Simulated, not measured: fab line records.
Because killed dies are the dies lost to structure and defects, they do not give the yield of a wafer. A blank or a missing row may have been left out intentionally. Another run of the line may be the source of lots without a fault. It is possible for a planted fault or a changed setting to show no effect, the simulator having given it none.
Comparing a struck lot with a sound one | flow nand harc | 31 out of 1302 route steps
Sound: wafers L770.1, L770.3, L770.6. Struck: wafers L788.1, L788.3, L788.4. The cause is given at the end.
Per side, at each step with rows, come the tool, then ch with its chambers, and then its first start. Under that, the readings that differ: sound wafers | struck wafers | difference of the means | sigmas: that difference in standard deviations of wafers without a fault.
alike: readings whose means differ by less than 2 such deviations, and words and numbers that are the same on both sides. not compared: withheld readings, readings that some wafer has no value for, bounds like >300 that may hide the same value, and numbers for which the record gives no deviation and whose values overlap.
Wherever a step has rows on one side only, a row that says differs or no value, or a row with sigmas, the two part there. Numbers that don't overlap but have no deviation are shown without sigmas and don't part them. A reading that every wafer of one side lacks parts them only if that side has two wafers or more.

first, 9 steps without rows for these wafers: NHARC_A_ZERO_WELL_DEHYDRATE_02 (time 120 s); NHARC_A_ZERO_WELL_HMDS_03 (time 30 s); NHARC_A_ZERO_WELL_COAT_18 (time 65 s); NHARC_A_ZERO_WELL_COAT_04 (resist thk 600 nm); NHARC_A_ZERO_WELL_SOFTBAKE_05 (time 70 s); NHARC_A_ZERO_WELL_EBR_06; NHARC_A_ZERO_WELL_EXPOSE_07 (exposes mask A ZERO); NHARC_A_ZERO_WELL_PEB_08 (peb time 80 s); NHARC_A_ZERO_WELL_DEVELOP_09 (time 50 s).
NHARC_A_ZERO_WELL_CD_MEAS_10: target cd 2000 nm.
  sound on cd sem-01 ch 0, day 8 18:03; struck on cd sem-02 ch 0, day 16 04:23
  alike: cd nm
then, 1 step without rows for these wafers: NHARC_A_ZERO_WELL_HARDBAKE_11 (time 65 s).
NHARC_A_ZERO_WELL_DESCUM_12: chemistry O2, time 3 s.
  sound on rie diel-02 ch 1,2, day 8 18:13; struck on rie diel-04 ch 1,2,3, day 16 04:34
  alike: drypump motor current A, oes product au, rf vpp V, showerhead plenum p Torr, throttle valve pct
  not compared: rf hours counter h
NHARC_A_ZERO_WELL_ETCH_19: etches the open film in N2/H2, target depth 80 nm, overetch 24 nm, time 87.88 s.
  sound on rie diel-02 ch 1,2,3, day 8 18:18; struck on rie diel-04 ch 0,1,2, day 16 04:38
  alike: drypump motor current A, oes product au, rf vpp V, showerhead plenum p Torr, throttle valve pct
  not compared: rf hours counter h
NHARC_A_ZERO_WELL_ETCH_13: etches the open film in HBr/Cl2, target depth 120 nm, time 40.1 s.
  sound on rie si-01 ch 0,1,2, day 8 18:25; struck on rie si-06 ch 0,1,2, day 16 04:46
  alike: drypump motor current A, oes product au, throttle valve pct
  not compared: rf hours counter h
then, 4 steps without rows for these wafers: NHARC_A_ZERO_WELL_STRIP_14 (strips in SPM, time 900 s); NHARC_A_ZERO_WELL_IMPLANT_15; NHARC_A_ZERO_WELL_PRECLEAN_22 (cleans in SC1, time 60 s); NHARC_A_ZERO_WELL_SRD_23.
NHARC_A_ZERO_WELL_RTA_16: time 10 s.
  sound on rtp anneal-01 ch 0, day 8 19:19; struck on rtp anneal-02 ch 0, day 16 05:40
  reading             | sound          | struck         | difference | sigmas
  lamp_zone_3_pct (%) | 30.4 30.4 30.5 | 35.0 35.1 35.1 | +4.6       | +2
  lamp_zone_5_pct (%) | 30.4 30.5 30.5 | 35.1 35.1 35.0 | +4.6       | +2
  alike: lamp power pct, wafer_temp_C_max
NHARC_A_ZERO_WELL_INSPECT_17:
  sound: defect inspect-02 at day 8 19:31; struck: defect inspect-01 at day 16 05:52
  reading          | sound  | struck      | difference | sigmas
  raw defect count | 16 4 6 | 303 303 313 | +298       | +51
then, 3 steps without rows for these wafers: NHARC_A_SOURCE_PLATE_PRECLEAN_00 (cleans in HF-LAST, time 60 s); NHARC_A_SOURCE_PLATE_SRD_01; NHARC_A_SOURCE_PLATE_OXIDE_02 (material SiO2, target thk 10 nm, ox time 1362 s).
NHARC_A_SOURCE_PLATE_THK_MEAS_09: measures by ellipsometry.
  sound: film metro-02 at day 9 02:20; struck: film metro-01 at day 16 11:29
  alike: thk nm
then, 3 steps without rows for these wafers: NHARC_A_SOURCE_PLATE_PVD_04 (deposits WSi2, target thk 50 nm); NHARC_A_SOURCE_PLATE_CVD_03 (deposits poly-Si, target thk 200 nm, time 4000 s); NHARC_A_SOURCE_PLATE_ANNEAL_05 (time 1800 s).
NHARC_A_SOURCE_PLATE_THK_MEAS_06: measures by ellipsometry.
  sound: film metro-02 at day 9 15:15; struck: film metro-01 at day 17 02:06
  reading     | sound             | struck            | difference | sigmas
  thk nm (nm) | 204.5 202.2 200.9 | 195.5 196.4 196.2 | -6.5       | -3
NHARC_A_SOURCE_PLATE_INSPECT_08:
  sound: defect inspect-02 at day 9 15:19; struck: defect inspect-02 at day 17 02:11
  reading          | sound    | struck      | difference | sigmas
  raw defect count | 42 46 65 | 328 328 338 | +280       | +13
then, 1 step without rows for these wafers: NHARC_A_ONON_D1_DEP_00 (target thk 1000 nm).
-- record jumps: 17 days between struck wafers' starts before vs after; left off in module A_ONON_D1, resumes in module END, first step shown is number 1302 of the route --
NHARC_END_SORT_01:
  sound on prober-02 ch 0, day 26 22:30; struck on prober-02 ch 0, day 34 02:07
  reading         | sound    | struck      | difference | sigmas
  killed at array | 85 77 71 | 130 142 134 | +58        | +3
  killed dies     | 94 81 80 | 137 147 137 | +55        | +3
  alike: killed at other, killed at periphery, killed open, killed short

WHERE THEY PART
Earliest at NHARC_A_ZERO_WELL_RTA_16; latest, in this record, at NHARC_END_SORT_01.

WHY: what had been put in by the simulator
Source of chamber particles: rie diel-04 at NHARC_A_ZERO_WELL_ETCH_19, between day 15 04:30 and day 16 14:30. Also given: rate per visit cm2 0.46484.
